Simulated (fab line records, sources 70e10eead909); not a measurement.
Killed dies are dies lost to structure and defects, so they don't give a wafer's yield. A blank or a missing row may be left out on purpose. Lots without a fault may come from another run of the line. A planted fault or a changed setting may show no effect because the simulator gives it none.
A struck lot beside a sound one | flow nand_harc | 14 steps out of a route of 1302
Sound: wafers L697.1, L697.2, L697.4. Struck: wafers L700.1, L700.4, L700.6. The cause comes at the end.
At each step with rows: each side's tool, then ch and its chambers, then its first start. Under that, the readings that differ: sound wafers | struck wafers | difference of the means | sigmas: that difference in standard deviations of wafers without a fault.
alike: readings whose means differ by less than 2 such deviations, and words and numbers that are the same on both sides. not compared: withheld readings, readings that some wafer has no value for, bounds like >300 that may hide the same value, and numbers for which the record gives no deviation and whose values overlap.
The two part at a step that has a row with sigmas, a row that says differs or no value, or rows on one side only. Numbers that don't overlap but have no deviation are shown without sigmas and don't part them. A reading that every wafer of one side lacks parts them only if that side has two wafers or more.

NHARC_A_ONON_D1_THK_MEAS_21: measures by ellipsometry.
  sound on film_metro-02, day 12 01:59; struck on film_metro-02, day 13 03:52
  alike: thk_nm
then, 1 step without rows for these wafers: NHARC_A_ONON_D1_DEP_22 (target thk 1000 nm).
NHARC_A_ONON_D1_THK_MEAS_24: measures by ellipsometry.
  sound on film_metro-02, day 12 02:34; struck on film_metro-01, day 13 04:26
  reading     | sound          | struck      | difference | sigmas
  thk_nm (nm) | 1004 1006 1004 | 984 984 987 | -20        | -2
then, 1 step without rows for these wafers: NHARC_A_ONON_D1_DEP_25 (target thk 1000 nm).
NHARC_A_ONON_D1_THK_MEAS_27: measures by ellipsometry.
  sound on film_metro-02, day 12 03:08; struck on film_metro-01, day 13 05:00
  alike: thk_nm
then, 1 step without rows for these wafers: NHARC_A_ONON_D1_DEP_28 (target thk 1000 nm).
NHARC_A_ONON_D1_THK_MEAS_30: measures by ellipsometry.
  sound on film_metro-02, day 12 03:42; struck on film_metro-02, day 13 05:34
  alike: thk_nm
NHARC_A_ONON_D1_DEP_33: deposits SiO2, target thk 200 nm.
  sound on pecvd-04 ch 0,1, day 12 03:45; struck on pecvd-04 ch 0,2, day 13 05:43
  alike: chamber_pressure_Torr, flow_sccm, heater_power_w, throttle_valve_pct
  not compared: since_wet_clean_h
NHARC_A_ONON_D1_THK_MEAS_34: measures by ellipsometry.
  sound on film_metro-01, day 12 04:10; struck on film_metro-01, day 13 06:02
  alike: thk_nm
NHARC_A_ONON_D1_INSPECT_32:
  sound on defect_inspect-02, day 12 04:14; struck on defect_inspect-02, day 13 06:08
  alike: raw_defect_count
NHARC_A_CHANNEL_HOLE_D1_DEP_00: deposits aC, target thk 3100 nm.
  sound on acl_dep-02 ch 0, day 12 05:25; struck on acl_dep-01 ch 0, day 13 06:11
  alike: susceptor_temp_C, throttle_valve_pct
NHARC_A_CHANNEL_HOLE_D1_DEP_01: deposits SiON, target thk 140 nm.
  sound on pecvd-01 ch 0,1,2, day 12 07:25; struck on pecvd-02 ch 0,1, day 13 08:28
  no value came back on the struck wafers for chamber_pressure_Torr (Torr), heater_power_outer_w (W), heater_power_w (W); on the sound wafers chamber_pressure_Torr (Torr) reads 3.505 3.495 3.507
  not compared: since_wet_clean_h
then, 1 step without rows for these wafers: NHARC_A_CHANNEL_HOLE_D1_DEHYDRATE_02 (time 120 s).
-- the record jumps here: 17 days lie between the struck wafers' starts before and after (it left off in module A_CHANNEL_HOLE_D1 and takes up again in module END, whose first step shown is number 1302 of the route) --
NHARC_END_SORT_01:
  the record has rows for the struck wafers here (prober-01 ch 0, day 29 21:40) and none for the sound ones

WHERE THEY PART
First at NHARC_A_ONON_D1_THK_MEAS_24; last, within this record, at NHARC_END_SORT_01.

WHY: what the simulator had put in
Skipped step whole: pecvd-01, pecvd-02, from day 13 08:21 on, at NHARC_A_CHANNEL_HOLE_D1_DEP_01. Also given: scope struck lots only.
